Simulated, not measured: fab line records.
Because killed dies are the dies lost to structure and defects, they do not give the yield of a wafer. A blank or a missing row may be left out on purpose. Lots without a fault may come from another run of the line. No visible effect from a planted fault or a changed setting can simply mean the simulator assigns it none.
A single fault, viewed from 3 desks ; flow n5-finfet ; each desk has only its own numbers; what lay behind them comes last
Where a reading is given only as a bound, like >300, the bound stands for it, and a mean or a difference that rests on one is marked > or <: the true number lies beyond.

== AT THE TOOL OWNER'S DESK: ald-sin-04 ==
The tool's own readings at N5_BEOL_M0_SAQP_ALD_48 (deposits SiO2, target thk 20 nm, pulse time 1 s, co reactant pulse time 1 s): means of the sampled wafers that have a number, for each lot that ran on this tool. The brackets show how far a lot's mean lies from the usual mean; more than 4 standard deviations puts the lot out of limits, marked OUT.
Columns: A = heater-power-w at N5_BEOL_M0_SAQP_ALD_48, usual 81 W; B = precursor-pulse-height-rel at N5_BEOL_M0_SAQP_ALD_48, usual 0.998
lot;first seen here;A;B
L654;day 6 05:33;78;1.000
L664;day 8 10:09;74;0.969
L663;day 8 10:55;74;0.990
L668;day 9 09:23;77;0.982
L670;day 9 21:15;83;0.988
Finding of this desk: none of the 5 lots has anything out of limits.

== THE DEFECT DESK ==
Lot by lot, what the route's inspections counted, given as the mean of those sampled wafers with a number. The brackets show how far a lot's mean lies from the usual mean; more than 4 standard deviations puts the lot out of limits, marked OUT.
Columns: A = raw-defect-count at N5_BEOL_M0_CUTY_INSPECT_59, usual 1.9
lot;first seen here;A
L654;day 6 06:38;2.7
L659;day 7 05:07;2.3
L662;day 8 00:07;0.7
L664;day 8 11:06;1.7
L663;day 8 11:52;2.0
L668;day 9 10:20;0.7
L669;day 9 20:23;2.0
L670;day 9 22:29;>103 (>+72) OUT
Finding of this desk: L670 out of limits; the first was L670 at day 9 22:29, on raw-defect-count at N5_BEOL_M0_CUTY_INSPECT_59. L654, L659, L662, L664, L663, L668, L669 stayed within limits.

== FROM THE METROLOGY DESK ==
Means of the sampled wafers that have a number, per lot and without regard to the tool the lot ran on: this is what the gauges read. The brackets show how far a lot's mean lies from the usual mean; more than 4 standard deviations puts the lot out of limits, marked OUT. 7 of its 10 readings are shown, namely those furthest out on some lot.
Columns: A = DIBL_P at N5_BEOL_M4_RC_MEAS_101, usual 36.3 mV/V; B = IOFF_N at N5_BEOL_M4_RC_MEAS_101, usual 0.16 nA/um; C = IOFF_P at N5_BEOL_M4_RC_MEAS_101, usual 0.21 nA/um; D = ION_N at N5_BEOL_M4_RC_MEAS_101, usual 673 uA/um; E = SS_N at N5_BEOL_M4_RC_MEAS_101, usual 71.4 mV/dec; F = VT_N at N5_BEOL_M4_RC_MEAS_101, usual 250 mV; G = VT_P at N5_BEOL_M4_RC_MEAS_101, usual -250.9 mV
lot;first seen here;A;B;C;D;E;F;G
L654;day 8 20:15;37.8;0.19;0.25;678;72.5;247;-249.0
L659;day 9 23:12;35.9;0.14;0.19;670;71.1;252;-252.3
L664;day 10 11:23;34.4;0.12;0.18;666;70.5;256;-252.0
L662;day 11 02:52;37.3;0.19;0.22;687;71.9;247;-251.5
L663;day 11 04:19;36.5;0.17;0.20;679;71.2;247;-252.4
L668;day 12 00:50;37.0;0.14;0.18;663;71.3;254;-255.3
L669;day 12 11:57;32.7;0.11;0.15;655;70.6;257;-254.6
L670;day 12 16:12;37.0;0.16;0.21;682;71.2;248;-249.5
Finding of this desk: none of the 8 lots has anything out of limits.

== TAKEN TOGETHER ==
The defect desk could have raised an alarm at day 9 22:29, on L670.
The desk of the tool owner found nothing out of limits.
At the metrology desk, nothing out of limits was observed.
On record at the tool owner's desk: L670, within its limits.
The metrology desk holds a record of L670, inside its limits.
N5_BEOL_M0_SAQP_ALD_48 was run on ald-sin-04 by each of the lots named.

== WHAT WAS PUT IN BY THE SIMULATOR ==
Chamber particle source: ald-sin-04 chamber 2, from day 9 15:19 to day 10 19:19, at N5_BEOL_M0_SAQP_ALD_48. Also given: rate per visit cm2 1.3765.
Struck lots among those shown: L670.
Hours from the fault's start to each desk's first reading out of limits: the defect desk, 7.
